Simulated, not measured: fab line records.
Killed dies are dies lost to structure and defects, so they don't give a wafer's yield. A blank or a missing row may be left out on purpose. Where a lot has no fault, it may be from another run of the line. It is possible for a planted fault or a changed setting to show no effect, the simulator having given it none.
fab line records	flow nand-harc
record: lots: 24	wafers: 72	last-day: 33
route steps=1302 shown A_SOURCE_PLATE@416 A_CHANNEL_HOLE_D1@468 A_DECK1_JOINT@527
lots that met no fault: from a run of the same line without faults
start-h: start of the lot's first displayed wafer, in hours after the record's first day	wait-h: hours elapsed since this lot's preceding step	" same as the row above	L1.1+2: several wafers, shown together as one row	- no value, or no start was given	* or withheld: withheld	< > ~ a bound
route shown NAME@n: names a module that has steps shown in the file, with the first one's number in the route	usual: average and standard deviation across the fault-free wafers	same: alike in all rows	chamber/n: place in a boat	sites: per-site readings	_std_site: standard deviation of those values	_edge_site: inner sites' mean taken away from outer sites' mean	radius-mm: for every site, how far away it sits from the centre of the wafer	mask NAME#n: copy n	behind: the last tool/chamber to shape the wafer	hold: why the lot went on hold/how many hours it stayed there/how the hold came to an end	device: names the non-switching transistor (n, p or np)	end of line: the same wafers' tests at the end of the route	a step without rows: its recipe alone	killed: count of dies lost to structure and defects at first sort (not the wafer's yield)	map: per-die view of a wafer (x killed, . not killed, _ where there is no die)
set.NAME: the setting as run; set.NAME@STEP: as run at that earlier step	model.NAME: the simulator's own value behind a step, which no gauge read
one table for each step of the route and one row for each wafer, over a sample of lots
services: a tool's chamber out of use, with start hour (start-h, from the record's first day; less than 0 if before it), hours out, and reason
== steps ==
step: NHARC_A_SOURCE_PLATE_THK_MEAS_09
recipe: thk-meas-gauge: ellipsometry
usual: thk-nm: 9.7/0.97
lot.wafer	tool	chamber	start-h	wait-h	thk-nm
L074.1	film-metro-01	-	156.14	0.4	9.8
L074.5	"	-	"	"	7.6
L074.6	"	-	"	"	9.4
L075.4	film-metro-02	-	156.14	0.4	10.8
L075.5	"	-	"	"	8.7
L075.6	"	-	"	"	9.1
L076.1	film-metro-02	-	174.54	0.4	9.3
L076.3	"	-	"	"	8.2
L076.4	"	-	"	"	10.7
L077.3	film-metro-01	-	174.54	0.4	8.7
L077.5	"	-	"	"	10.6
L077.6	"	-	"	"	11.0
L078.1	film-metro-01	-	188.54	0.4	10.6
L078.4	"	-	"	"	9.7
L078.5	"	-	"	"	8.4
L080.1	film-metro-02	-	200.93	0.4	10.1
L080.5	"	-	"	"	10.5
L080.6	"	-	"	"	9.5
L079.3	film-metro-01	-	200.93	0.4	8.7
L079.4	"	-	"	"	9.2
L079.6	"	-	"	"	10.2
L081.1	film-metro-01	-	215.84	0.4	9.3
L081.2	"	-	"	"	8.1
L081.5	"	-	"	"	10.4
L082.1	film-metro-01	-	229.42	0.4	12.7
L082.3	"	-	"	"	9.7
L082.6	"	-	"	"	10.4
L083.1	film-metro-01	-	240.14	0.4	7.7
L083.3	"	-	"	"	10.1
L083.4	"	-	"	"	9.8
L084.1	film-metro-02	-	246.65	0.4	9.8
L084.2	"	-	"	"	8.4
L084.3	"	-	"	"	10.5
L085.3	film-metro-02	-	256.88	0.4	8.8
L085.5	"	-	"	"	8.3
L085.6	"	-	"	"	9.6
L086.2	film-metro-02	-	264.38	0.4	9.6
L086.5	"	-	"	"	9.7
L086.6	"	-	"	"	9.9
L087.3	film-metro-01	-	275.23	0.4	8.6
L087.4	"	-	"	"	11.2
L087.5	"	-	"	"	10.3
L089.1	film-metro-01	-	292.73	0.4	10.7
L089.2	"	-	"	"	10.3
L089.4	"	-	"	"	9.7
L088.2	film-metro-02	-	292.74	0.4	10.0
L088.5	"	-	"	"	9.7
L088.6	"	-	"	"	9.9
L090.1	film-metro-02	-	309.08	0.4	9.3
L090.2	"	-	"	"	9.2
L090.4	"	-	"	"	9.2
L091.2	film-metro-01	-	317.13	0.4	9.6
L091.3	"	-	"	"	10.0
L091.4	"	-	"	"	9.6
L092.1	film-metro-02	-	328.42	0.4	11.7
L092.3	"	-	"	"	11.4
L092.6	"	-	"	"	10.0
L093.4	film-metro-01	-	332.58	0.4	9.4
L093.5	"	-	"	"	9.4
L093.6	"	-	"	"	11.3
L094.1	film-metro-01	-	351.88	0.4	9.4
L094.2	"	-	"	"	8.2
L094.4	"	-	"	"	9.6
L095.1	film-metro-02	-	351.88	0.4	11.0
L095.3	"	-	"	"	9.5
L095.4	"	-	"	"	8.0
L096.1	film-metro-01	-	373.18	0.4	8.8
L096.3	"	-	"	"	11.0
L096.5	"	-	"	"	9.9
L097.3	film-metro-01	-	380.55	0.4	9.1
L097.4	"	-	"	"	9.6
L097.5	"	-	"	"	11.5
step: NHARC_A_CHANNEL_HOLE_D1_ETCH_34
recipe: target-depth-a: 1540	time-s: 77	cf4-flow-sccm: 100	chf3-flow-sccm: 30	ar-flow-sccm: 0	rf-w: 500	bias-w: 200	chemistry: CF4/CHF3
usual: drypump-motor-current-A: 5.6/0.39	oes-product-au: 0.944/0.022	rf-vpp-V: 370.1/2.4	showerhead-plenum-p-Torr: 1.56/0.069	throttle-valve-pct: 16.803/0.0093
lot.wafer	tool	chamber	start-h	wait-h	drypump-motor-current-A	oes-product-au	rf-hours-counter-h	rf-vpp-V	showerhead-plenum-p-Torr	throttle-valve-pct
L075.4	rie-diel-08	3	-	-	5.6	0.912	53	367.8	1.50	16.806
L075.6	"	1	"	"	5.7	0.910	-	372.3	1.62	16.796
L075.5	"	2	"	"	5.4	0.929	-	371.8	1.58	16.810
L074.1	rie-diel-09	1	-	-	5.2	0.966	4	367.6	1.49	16.792
L074.6	"	3	"	"	5.5	0.984	-	368.8	1.47	16.799
L074.5	"	0	"	"	6.3	0.957	-	370.5	1.59	16.787
L077.3	rie-diel-08	3	-	-	5.5	0.969	1	368.5	1.50	16.816
L077.6	"	3	"	"	5.5	0.972	-	368.8	1.50	16.803
L077.5	"	0	"	"	5.2	0.969	-	372.0	1.59	16.798
L076.3	rie-diel-09	3	-	-	5.5	0.974	5	367.5	1.47	16.800
L076.1	"	0	"	"	6.3	0.940	5	370.5	1.59	16.800
L076.4	"	1	"	"	5.2	0.974	5	370.3	1.49	16.813
L078.1	rie-diel-09	1	-	-	5.2	0.913	7	366.4	1.49	16.792
L078.5	"	0	"	"	6.3	0.907	-	370.9	1.59	16.805
L078.4	"	1	"	"	5.2	0.928	-	367.1	1.49	16.786
L079.4	rie-diel-09	0	-	-	6.3	0.948	8	369.6	1.59	16.804
L079.3	"	1	"	"	5.2	0.949	8	366.4	1.49	16.801
L079.6	"	2	"	"	5.7	0.973	-	373.3	1.66	16.805
L080.1	rie-diel-09	3	-	-	5.5	0.935	8	367.4	1.47	16.801
L080.6	"	0	"	"	6.3	0.908	-	372.1	1.59	16.806
L080.5	"	1	"	"	5.2	0.923	-	368.4	1.49	16.813
L081.2	rie-diel-09	0	-	-	6.3	0.937	11	371.0	1.59	16.806
L081.1	"	1	"	"	5.2	0.972	11	367.1	1.49	16.812
L081.5	"	3	"	"	5.5	0.955	-	365.0	1.47	16.792
L082.3	rie-diel-09	1	-	-	5.2	0.919	12	368.3	1.49	16.795
L082.1	"	3	"	"	5.5	0.925	11	367.0	1.47	16.813
L082.6	"	0	"	"	6.3	0.902	-	371.2	1.59	16.800
L083.4	rie-diel-09	0	-	-	6.2	0.954	12	370.9	1.59	16.807
L083.3	"	1	"	"	5.2	0.964	13	367.4	1.49	16.806
L083.1	"	3	"	"	5.5	0.956	12	368.0	1.47	16.791
L084.2	rie-diel-09	1	-	-	5.2	0.956	13	368.0	1.49	16.791
L084.3	"	2	"	"	5.7	0.948	12	374.3	1.66	16.805
L084.1	"	0	"	"	6.3	0.939	12	370.2	1.59	16.794
L085.3	rie-diel-07	0	-	-	6.1	0.925	50	374.1	1.67	16.804
L085.5	"	1	"	"	5.0	0.916	-	372.9	1.62	16.805
L085.6	"	2	"	"	5.2	0.916	-	372.0	1.64	16.799
L086.2	rie-diel-09	3	-	-	5.5	0.929	14	366.3	1.46	16.793
L086.5	"	2	"	"	5.7	0.930	-	373.6	1.66	16.799
L086.6	"	3	"	"	5.5	0.927	-	366.0	1.46	16.812
L087.3	rie-diel-08	1	-	-	5.7	0.969	45	371.5	1.61	16.804
L087.4	"	2	"	"	5.4	0.949	43	371.0	1.57	16.796
L087.5	"	0	"	"	5.2	0.975	-	370.9	1.58	16.801
L088.2	rie-diel-08	0	-	-	5.2	0.940	44	370.6	1.58	16.803
L088.6	"	3	"	"	5.5	0.922	-	366.9	1.49	16.800
L088.5	"	0	"	"	5.2	0.932	-	370.8	1.58	16.792
L089.2	rie-diel-08	2	-	-	5.4	0.928	55	370.9	1.57	16.807
L089.4	"	3	"	"	5.5	0.931	44	367.8	1.49	16.813
L089.1	"	0	"	"	5.2	0.942	44	370.2	1.58	16.814
L090.1	rie-diel-09	0	-	-	6.3	0.954	1	372.2	1.58	16.814
L090.2	"	1	"	"	5.2	0.970	2	367.8	1.49	16.786
L090.4	"	2	"	"	5.7	0.971	2	374.3	1.66	16.799
L091.2	rie-diel-07	3	-	-	5.3	0.913	17	370.4	1.55	16.805
L091.4	"	0	"	"	6.2	0.926	14	373.0	1.67	16.786
L091.3	"	1	"	"	5.0	0.926	17	371.4	1.62	16.804
L093.4	rie-diel-09	0	-	-	6.3	0.951	3	370.3	1.58	16.798
L093.5	"	0	"	"	6.3	0.958	-	373.4	1.58	16.814
L093.6	"	1	"	"	5.2	0.947	-	367.9	1.49	16.809
L092.3	rie-diel-07	1	-	-	5.0	0.947	18	370.8	1.62	16.799
L092.1	"	3	"	"	5.3	0.935	18	370.2	1.55	16.796
L092.6	"	0	"	"	6.2	0.950	-	373.6	1.67	16.807
L094.2	rie-diel-09	2	-	-	5.7	0.947	4	373.6	1.66	16.818
L094.4	"	3	"	"	5.5	0.939	4	366.6	1.46	16.797
L094.1	"	1	"	"	5.2	0.927	4	367.8	1.49	16.806
L095.4	rie-diel-07	2	-	-	5.2	0.967	26	372.0	1.63	16.807
L095.3	"	3	"	"	5.3	0.948	25	369.8	1.55	16.808
L095.1	"	0	"	"	6.1	0.976	23	374.2	1.67	16.801
L096.3	rie-diel-09	0	-	-	6.3	0.920	5	371.6	1.58	16.811
L096.1	"	1	"	"	5.2	0.922	6	367.4	1.49	16.807
L096.5	"	2	"	"	5.7	0.926	-	373.6	1.66	16.809
L097.3	rie-diel-08	3	-	-	5.5	0.968	17	368.1	1.48	16.789
L097.4	"	0	"	"	5.2	0.953	8	369.0	1.57	16.814
L097.5	"	2	"	"	5.4	0.979	-	370.0	1.56	16.794
step: NHARC_A_CHANNEL_HOLE_D1_ETCH_16
recipe: target-depth-a: 31000	over-etch-frac: 0.3	time-s: 806	ion-energy-ev: 150	o2-flow-sccm: 400	cos-flow-sccm: 20	ar-flow-sccm: 0	rf-w: 500	bias-w: 300	chemistry: O2/COS
usual: drypump-motor-current-A: 5.6/0.37	oes-product-au: 0.999/0.0096	rf-vpp-V: 313.9/2.3	showerhead-plenum-p-Torr: 3.10/0.14	throttle-valve-pct: 28.328/0.009
lot.wafer	tool	chamber	start-h	wait-h	drypump-motor-current-A	oes-product-au	rf-hours-counter-h	rf-vpp-V	showerhead-plenum-p-Torr	throttle-valve-pct
L075.4	rie-diel-08	2	-	-	5.4	0.997	53	314.5	3.13	28.317
L075.6	"	1	"	"	5.7	0.995	-	316.4	3.21	28.336
L075.5	"	2	"	"	5.4	1.003	-	313.7	3.13	28.327
L074.1	rie-diel-09	0	-	-	6.3	0.990	4	315.1	3.15	28.325
L074.5	"	2	"	"	5.8	1.003	-	316.8	3.29	28.326
L074.6	"	3	"	"	5.5	1.005	-	311.3	2.91	28.322
L077.3	rie-diel-08	1	-	-	5.8	1.005	1	314.6	3.21	28.303
L077.5	"	0	"	"	5.2	1.008	-	314.7	3.15	28.311
L077.6	"	1	"	"	5.7	1.017	-	314.4	3.21	28.327
L076.4	rie-diel-09	1	-	-	5.2	1.009	6	311.4	2.96	28.320
L076.1	"	2	"	"	5.7	1.004	5	316.7	3.29	28.329
L076.3	"	0	"	"	6.3	0.984	6	315.9	3.15	28.321
L078.1	rie-diel-09	1	-	-	5.2	1.012	7	311.3	2.96	28.333
L078.5	"	1	"	"	5.2	1.012	-	312.4	2.96	28.334
L078.4	"	0	"	"	6.3	0.992	-	315.6	3.15	28.318
L079.4	rie-diel-09	0	-	-	6.3	0.987	8	313.6	3.15	28.343
L079.3	"	1	"	"	5.2	1.011	8	311.4	2.96	28.323
L079.6	"	0	"	"	6.3	0.992	-	313.6	3.15	28.316
L080.1	rie-diel-09	3	-	-	5.5	1.007	8	310.9	2.91	28.329
L080.6	"	2	"	"	5.7	1.001	-	316.5	3.29	28.330
L080.5	"	3	"	"	5.5	1.002	-	312.2	2.91	28.327
L081.2	rie-diel-09	3	-	-	5.5	1.010	11	310.8	2.91	28.328
L081.1	"	0	"	"	6.3	0.990	11	313.9	3.15	28.328
L081.5	"	3	"	"	5.5	1.009	-	309.7	2.91	28.325
L082.3	rie-diel-09	2	-	-	5.7	1.002	11	317.7	3.29	28.315
L082.1	"	1	"	"	5.2	0.999	12	310.1	2.96	28.345
L082.6	"	2	"	"	5.7	0.998	-	315.0	3.29	28.333
L083.1	rie-diel-09	1	-	-	5.2	0.994	13	312.4	2.96	28.340
L083.3	"	3	"	"	5.5	0.996	13	309.3	2.91	28.323
L083.4	"	0	"	"	6.3	0.983	12	314.2	3.15	28.332
L084.3	rie-diel-09	3	-	-	5.5	0.991	13	309.9	2.91	28.322
L084.1	"	0	"	"	6.3	0.980	12	316.0	3.15	28.332
L084.2	"	1	"	"	5.2	0.980	13	312.2	2.96	28.330
L085.3	rie-diel-07	3	-	-	5.3	0.999	49	313.9	3.09	28.326
L085.5	"	3	"	"	5.3	1.005	-	313.7	3.09	28.330
L085.6	"	0	"	"	6.2	0.985	-	316.6	3.32	28.341
L086.2	rie-diel-09	3	-	-	5.5	1.005	14	312.4	2.91	28.312
L086.6	"	2	"	"	5.7	0.997	-	316.8	3.29	28.331
L086.5	"	3	"	"	5.5	0.996	-	310.5	2.91	28.316
L087.4	rie-diel-08	3	-	-	5.5	0.994	33	312.7	2.96	28.325
L087.3	"	1	"	"	5.8	0.996	45	316.7	3.19	28.318
L087.5	"	2	"	"	5.4	1.002	-	313.2	3.11	28.330
L088.2	rie-diel-08	0	-	-	5.2	1.004	44	314.5	3.13	28.322
L088.6	"	2	"	"	5.4	1.016	-	312.9	3.11	28.329
L088.5	"	3	"	"	5.6	0.993	-	310.9	2.96	28.333
L089.4	rie-diel-08	0	-	-	5.3	1.005	45	313.7	3.13	28.352
L089.2	"	1	"	"	5.8	1.007	56	315.1	3.18	28.332
L089.1	"	2	"	"	5.4	1.012	55	315.0	3.11	28.335
L090.1	rie-diel-09	1	-	-	5.2	0.998	2	311.7	2.96	28.324
L090.2	"	2	"	"	5.7	0.997	2	315.5	3.29	28.317
L090.4	"	3	"	"	5.5	1.002	2	309.5	2.90	28.327
L091.4	rie-diel-07	0	-	-	6.2	0.994	14	317.0	3.31	28.340
L091.3	"	1	"	"	5.0	0.990	17	317.2	3.20	28.335
L091.2	"	2	"	"	5.2	1.003	19	317.1	3.24	28.333
L093.4	rie-diel-09	0	-	-	6.3	1.008	3	314.2	3.14	28.333
L093.5	"	0	"	"	6.3	0.993	-	314.6	3.14	28.335
L093.6	"	1	"	"	5.2	0.989	-	311.8	2.96	28.335
L092.1	rie-diel-07	0	-	-	6.1	0.990	16	316.8	3.31	28.327
L092.3	"	2	"	"	5.2	0.996	20	315.0	3.24	28.320
L092.6	"	3	"	"	5.3	0.987	-	314.1	3.08	28.331
L094.1	rie-diel-09	1	-	-	5.3	0.992	4	311.7	2.95	28.331
L094.4	"	3	"	"	5.5	0.996	4	310.4	2.90	28.322
L094.2	"	0	"	"	6.3	0.991	4	315.0	3.14	28.327
L095.3	rie-diel-07	1	-	-	5.0	1.008	24	314.1	3.20	28.313
L095.4	"	3	"	"	5.3	0.985	25	313.4	3.08	28.330
L095.1	"	0	"	"	6.2	0.985	23	316.2	3.30	28.336
L096.3	rie-diel-09	2	-	-	5.7	1.010	6	318.0	3.29	28.337
L096.1	"	3	"	"	5.5	0.998	5	309.4	2.90	28.319
L096.5	"	2	"	"	5.8	1.018	-	316.7	3.29	28.321
L097.4	rie-diel-08	1	-	-	5.7	1.019	14	315.6	3.17	28.317
L097.3	"	2	"	"	5.4	1.003	9	314.7	3.10	28.307
L097.5	"	1	"	"	5.8	1.009	-	314.3	3.17	28.334
step: NHARC_A_CHANNEL_HOLE_D1_ETCH_21
recipe: bias-v: 3000	source-w: withheld	pressure-mtorr: 20	time-s: 514.3	ar-flow-sccm: 375	c4f8-flow-sccm: 89.3	o2-flow-sccm: 35.7	temp-c: -20	target-depth-a: 16000	chemistry: C4F8/O2/Ar
usual: drypump-motor-current-A: 6.2/0.35	showerhead-plenum-p-Torr: 3.67/0.11	throttle-valve-pct: 32.154/0.0088
lot.wafer	tool	chamber	start-h	wait-h	drypump-motor-current-A	rf-hours-counter-h	showerhead-plenum-p-Torr	throttle-valve-pct
L075.4	har-etch-01	1	188.63	0.3	6.0	-	3.73	32.145
L075.5	"	1	"	"	6.0	-	3.73	32.146
L075.6	"	0	"	"	6.2	-	3.73	32.162
L074.1	har-etch-02	1	188.70	0.3	6.8	303	3.76	32.159
L074.6	"	1	"	"	6.8	-	3.76	32.140
L074.5	"	0	"	"	5.8	-	3.51	32.154
L077.3	har-etch-02	0	207.79	0.3	5.8	-	3.51	32.165
L077.6	"	0	"	"	5.9	-	3.51	32.150
L077.5	"	1	"	"	6.8	-	3.76	32.175
L076.1	har-etch-01	1	208.08	0.3	6.0	104	3.73	32.148
L076.3	"	0	"	"	6.2	-	3.73	32.141
L076.4	"	1	"	"	6.0	-	3.73	32.163
L078.1	har-etch-01	1	222.15	0.3	6.0	108	3.72	32.158
L078.4	"	0	"	"	6.2	-	3.72	32.153
L078.5	"	1	"	"	6.0	-	3.72	32.149
L079.3	har-etch-02	0	235.09	0.6	5.8	-	3.50	32.164
L079.4	"	0	"	"	5.8	-	3.50	32.149
L079.6	"	0	"	"	5.8	-	3.50	32.149
L080.1	har-etch-01	1	236.27	0.3	6.0	115	3.72	32.167
L080.6	"	0	"	"	6.2	-	3.72	32.156
L080.5	"	1	"	"	6.0	-	3.72	32.145
L081.1	har-etch-02	0	258.18	0.3	5.9	345	3.49	32.163
L081.2	"	1	"	"	6.8	329	3.75	32.151
L081.5	"	1	"	"	6.8	-	3.75	32.168
L082.1	har-etch-01	0	261.42	0.3	6.2	130	3.71	32.139
L082.3	"	1	"	"	6.0	-	3.71	32.166
L082.6	"	1	"	"	6.0	-	3.71	32.168
L083.1	har-etch-02	1	275.76	0.3	6.9	345	3.74	32.145
L083.4	"	0	"	"	5.8	-	3.48	32.167
L083.3	"	1	"	"	6.9	-	3.74	32.157
L084.2	har-etch-01	1	280.08	0.3	6.0	145	3.70	32.150
L084.1	"	0	"	"	6.2	145	3.70	32.157
L084.3	"	1	"	"	6.0	-	3.70	32.141
L085.3	har-etch-01	0	293.65	0.3	6.2	-	3.70	32.159
L085.6	"	1	"	"	6.0	-	3.70	32.153
L085.5	"	0	"	"	6.2	-	3.70	32.169
L086.2	har-etch-02	1	295.20	0.3	6.8	353	3.73	32.160
L086.5	"	1	"	"	6.8	-	3.74	32.153
L086.6	"	0	"	"	5.8	-	3.48	32.157
L087.3	har-etch-01	0	306.13	0.3	6.2	-	3.70	32.149
L087.4	"	1	"	"	6.0	-	3.70	32.153
L087.5	"	1	"	"	6.0	-	3.70	32.152
L088.2	har-etch-01	0	328.91	0.3	6.2	172	3.69	32.172
L088.5	"	0	"	"	6.2	-	3.69	32.158
L088.6	"	1	"	"	6.0	-	3.69	32.153
L089.1	har-etch-02	1	329.99	0.3	6.8	375	3.72	32.147
L089.2	"	0	"	"	5.8	391	3.47	32.156
L089.4	"	0	"	"	5.9	-	3.47	32.143
L090.1	har-etch-01	1	341.01	0.3	6.0	180	3.68	32.139
L090.2	"	0	"	"	6.2	180	3.68	32.159
L090.4	"	1	"	"	6.0	-	3.68	32.158
L091.2	har-etch-02	1	356.60	0.3	6.8	390	3.71	32.178
L091.4	"	1	"	"	6.8	-	3.71	32.148
L091.3	"	0	"	"	5.9	-	3.46	32.161
L093.4	har-etch-02	0	364.01	0.3	5.8	-	3.46	32.140
L093.6	"	0	"	"	5.8	-	3.46	32.150
L093.5	"	1	"	"	6.8	-	3.71	32.144
L092.1	har-etch-01	1	365.47	0.3	6.0	195	3.68	32.156
L092.3	"	1	"	"	6.0	-	3.68	32.150
L092.6	"	0	"	"	6.2	-	3.68	32.151
L094.2	har-etch-02	0	394.42	0.3	5.8	0	3.93	32.158
L094.1	"	1	"	"	6.8	0	3.71	32.153
L094.4	"	1	"	"	6.8	-	3.71	32.149
L095.1	har-etch-01	0	395.59	0.3	6.2	214	3.67	32.140
L095.3	"	0	"	"	6.2	-	3.67	32.157
L095.4	"	1	"	"	6.0	-	3.67	32.163
L096.1	har-etch-01	0	407.09	0.3	6.2	222	3.66	32.147
L096.3	"	0	"	"	6.2	-	3.66	32.163
L096.5	"	1	"	"	6.0	-	3.66	32.150
L097.3	har-etch-02	0	419.30	0.3	5.9	-	3.92	32.168
L097.4	"	1	"	"	6.8	-	3.70	32.158
L097.5	"	1	"	"	6.8	-	3.70	32.156
step: NHARC_A_DECK1_JOINT_CMP_13
recipe: target-thk-nm: 51.023
usual: motor-current-A: 11.9/1.1	time-to-endpoint-s: 9.4/2.5
lot.wafer	tool	chamber	start-h	wait-h	motor-current-A	time-to-endpoint-s
L074.1	cmp-02	0	261.79	0.4	10.4	9.1
L074.6	"	0	"	"	10.8	11.2
L074.5	"	1	"	"	13.7	7.4
L075.4	cmp-04	1	261.81	0.4	12.9	7.0
L075.6	"	0	"	"	11.7	9.0
L075.5	"	1	"	"	13.1	7.1
L076.4	cmp-04	1	271.37	0.4	13.0	8.9
L076.1	"	3	"	"	11.9	6.9
L076.3	"	0	"	"	12.2	6.5
L077.3	cmp-03	3	271.37	0.4	9.7	11.4
L077.6	"	3	"	"	9.8	6.8
L077.5	"	0	"	"	13.7	7.3
L078.1	cmp-02	2	286.71	0.4	11.7	11.1
L078.4	"	0	"	"	10.0	10.7
L078.5	"	1	"	"	13.5	7.4
L079.4	cmp-03	1	299.77	0.4	10.9	3.4
L079.3	"	2	"	"	12.3	12.1
L079.6	"	1	"	"	10.7	3.7
L080.1	cmp-02	3	299.79	0.4	14.0	8.7
L080.5	"	2	"	"	11.4	11.3
L080.6	"	3	"	"	13.3	10.1
L081.2	cmp-04	2	321.72	0.4	12.1	12.1
L081.1	"	3	"	"	11.5	8.6
L081.5	"	2	"	"	12.1	9.3
L082.1	cmp-04	1	324.92	0.4	12.4	6.8
L082.3	"	3	"	"	11.9	8.5
L082.6	"	1	"	"	12.4	8.3
L083.1	cmp-03	2	339.46	0.4	12.4	9.4
L083.4	"	3	"	"	9.6	7.5
L083.3	"	0	"	"	14.2	4.6
L084.2	cmp-04	2	343.69	0.4	11.0	12.7
L084.1	"	0	"	"	11.9	9.6
L084.3	"	1	"	"	12.7	9.7
L085.3	cmp-04	3	357.06	0.4	11.7	10.2
L085.5	"	3	"	"	10.7	8.1
L085.6	"	0	"	"	11.4	10.1
L086.2	cmp-02	1	357.11	0.4	13.6	5.3
L086.6	"	3	"	"	12.6	10.4
L086.5	"	0	"	"	10.8	5.6
L087.3	cmp-04	2	369.70	0.4	11.4	12.9
L087.4	"	0	"	"	11.9	12.9
L087.5	"	2	"	"	11.2	13.8
L089.1	cmp-04	3	394.09	0.4	11.3	10.5
L089.2	"	0	"	"	11.8	11.7
L089.4	"	2	"	"	11.5	10.0
L088.2	cmp-03	0	394.15	0.4	13.5	4.4
L088.5	"	2	"	"	12.4	10.8
L088.6	"	3	"	"	9.6	11.6
L090.2	cmp-03	2	407.25	0.4	12.4	9.4
L090.4	"	0	"	"	13.9	6.1
L090.1	"	1	"	"	10.8	5.1
L091.3	cmp-02	0	420.14	0.4	10.9	9.7
L091.4	"	2	"	"	12.0	10.1
L091.2	"	3	"	"	13.0	12.4
L093.4	cmp-03	1	428.77	0.4	10.5	7.5
L093.5	"	0	"	"	13.6	8.5
L093.6	"	1	"	"	10.5	9.2
L092.1	cmp-04	1	428.81	0.4	12.5	5.6
L092.3	"	2	"	"	12.2	11.6
L092.6	"	1	"	"	12.9	6.7
L095.3	cmp-02	0	458.56	0.4	10.6	14.2
L095.1	"	1	"	"	13.7	8.3
L095.4	"	2	"	"	11.3	13.3
L094.1	cmp-04	2	458.59	0.4	11.3	10.8
L094.2	"	3	"	"	11.3	6.5
L094.4	"	0	"	"	11.5	8.5
L096.1	cmp-02	2	470.60	0.4	11.5	11.5
L096.3	"	0	"	"	10.1	10.6
L096.5	"	2	"	"	12.1	11.2
L097.3	cmp-04	2	483.69	0.4	11.3	15.3
L097.4	"	0	"	"	11.7	11.0
L097.5	"	3	"	"	11.6	11.0
step: NHARC_A_DECK1_JOINT_CMP_02
recipe: material: SiOx
usual: motor-current-A: 11.8/1.1
lot.wafer	tool	chamber	start-h	wait-h	motor-current-A
L075.4	cmp-02	1	292.05	0.4	13.8
L075.6	"	1	"	"	13.3
L075.5	"	2	"	"	11.7
L074.1	cmp-04	3	292.12	0.4	11.8
L074.5	"	0	"	"	12.4
L074.6	"	1	"	"	13.2
L076.4	cmp-02	0	293.33	0.4	10.9
L076.3	"	1	"	"	13.7
L076.1	"	2	"	"	12.0
L077.3	cmp-03	1	293.37	0.4	10.4
L077.5	"	2	"	"	12.8
L077.6	"	3	"	"	9.9
L078.4	cmp-04	3	311.46	0.4	11.4
L078.1	"	0	"	"	11.5
L078.5	"	2	"	"	11.6
L079.3	cmp-04	3	323.70	0.4	11.1
L079.4	"	1	"	"	13.4
L079.6	"	3	"	"	11.4
L080.1	cmp-03	0	323.77	0.4	13.8
L080.5	"	1	"	"	10.6
L080.6	"	2	"	"	12.6
L081.2	cmp-03	1	342.50	0.4	11.0
L081.1	"	3	"	"	9.1
L081.5	"	2	"	"	12.5
L082.3	cmp-04	3	345.91	0.4	11.6
L082.1	"	0	"	"	12.2
L082.6	"	3	"	"	11.6
L083.1	cmp-04	3	363.07	0.4	11.3
L083.3	"	1	"	"	12.1
L083.4	"	2	"	"	11.1
L084.1	cmp-02	3	367.08	0.4	13.4
L084.3	"	0	"	"	10.8
L084.2	"	1	"	"	13.8
L086.2	cmp-04	0	379.53	0.4	11.4
L086.6	"	0	"	"	11.6
L086.5	"	1	"	"	12.6
L085.3	cmp-03	1	379.53	0.4	11.2
L085.5	"	1	"	"	10.9
L085.6	"	2	"	"	12.6
L087.3	cmp-03	0	395.15	0.4	13.2
L087.4	"	1	"	"	10.5
L087.5	"	0	"	"	12.9
L089.1	cmp-04	0	414.25	0.4	11.5
L089.4	"	1	"	"	12.1
L089.2	"	2	"	"	11.5
L088.2	cmp-03	2	414.30	0.4	12.0
L088.6	"	3	"	"	9.8
L088.5	"	0	"	"	12.9
L090.4	cmp-04	0	430.14	0.4	11.6
L090.1	"	1	"	"	12.9
L090.2	"	3	"	"	12.1
L091.4	cmp-04	2	442.51	0.4	11.5
L091.3	"	3	"	"	11.2
L091.2	"	0	"	"	12.0
L092.3	cmp-04	0	451.09	0.4	11.7
L092.1	"	3	"	"	12.1
L092.6	"	0	"	"	11.6
L093.4	cmp-02	3	451.09	0.4	13.3
L093.6	"	3	"	"	13.5
L093.5	"	0	"	"	10.2
L095.4	cmp-02	3	480.52	0.4	12.3
L095.3	"	0	"	"	10.8
L095.1	"	2	"	"	11.7
L094.4	cmp-03	3	480.54	0.4	9.1
L094.1	"	0	"	"	13.2
L094.2	"	1	"	"	11.4
L096.3	cmp-03	0	491.80	0.4	12.7
L096.1	"	1	"	"	10.7
L096.5	"	2	"	"	12.4
L097.3	cmp-04	1	501.62	0.4	12.7
L097.4	"	0	"	"	11.1
L097.5	"	2	"	"	11.6
== services ==
tool	chamber	start-h	hours	kind
cmp-03	-	164.27	0.5	repair
rie-diel-08	-	194.10	9.0	pm
cmp-03	-	196.80	2.9	repair
cmp-04	-	209.02	4.0	pm
rie-diel-09	2	218.79	4.5	repair
cmp-04	-	229.64	0.9	repair
cmp-02	-	232.51	4.0	pm
rie-diel-09	0	239.80	1.7	repair
cmp-03	-	260.00	4.0	pm
rie-diel-08	1	263.87	1.9	repair
cmp-03	-	267.05	1.5	repair
cmp-04	-	307.02	4.0	pm
rie-diel-09	-	320.10	9.0	pm
cmp-03	-	358.00	4.0	pm
cmp-04	-	360.92	1.2	repair
cmp-04	-	377.60	1.0	repair
cmp-03	-	400.48	2.3	repair
cmp-04	-	405.02	4.0	pm
rie-diel-09	0	427.66	5.7	repair
rie-diel-09	1	431.50	4.7	repair
cmp-03	-	456.00	4.0	pm
rie-diel-09	0	463.49	5.8	repair
rie-diel-09	0	480.93	3.9	repair
rie-diel-09	-	497.10	9.0	pm
== key ==
fault none
